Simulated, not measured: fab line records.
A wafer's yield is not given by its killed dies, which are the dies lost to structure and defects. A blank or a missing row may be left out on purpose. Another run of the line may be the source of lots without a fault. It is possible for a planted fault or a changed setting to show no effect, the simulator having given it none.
Matching of chambers    flow n5Finfet    4 sister chambers for N5_BEOL_M2_VIA_ETCH_34 on rieDiel-01
The step etches the open film in C4F6/O2, target depth 69.4 nm, time 65.9 s. 4 wafers are shown with their chamber, then 7 later ones without.

== WAFERS PAIRED WITH THEIR CHAMBERS ==
wafer   chamber  showerheadPlenumPTorr (Torr)
L083.2  2        2.72
L083.3  3        2.76
L084.2  0        2.84
L084.4  1        2.96

== WAFERS WITH NO CHAMBER GIVEN ==
wafer   showerheadPlenumPTorr (Torr)
L084.5  2.84
L085.1  2.76
L085.2  2.95
L085.3  2.71
L089.2  2.84
L089.4  2.83
L089.6  2.95

== THE CHAMBER EACH PASSED THROUGH ==
wafer   from the rows above  in truth
L084.5  0                    0
L085.1  3                    3
L085.2  1                    1
L085.3  2                    2
L089.2  0                    0
L089.4  0                    0
L089.6  1                    1
Correct placement for 7 of the 7. Left unplaced by these rows: 0. Placed wrongly: 0.
How it was worked out, from the rows above alone: a wafer's distance from a chamber is the root of the sum, over the readings, of the square of ((its reading less the chamber's mean) divided by the reading's scatter). If the next closest chamber is less than 2 further off than the closest, the wafer can't be placed; otherwise it belongs to the closest. Each chamber's mean is taken over the wafers shown for it. The scatter (one wafer shown for each chamber): square how far every hidden wafer sits from the nearest shown wafer, average those squares and take the square root.
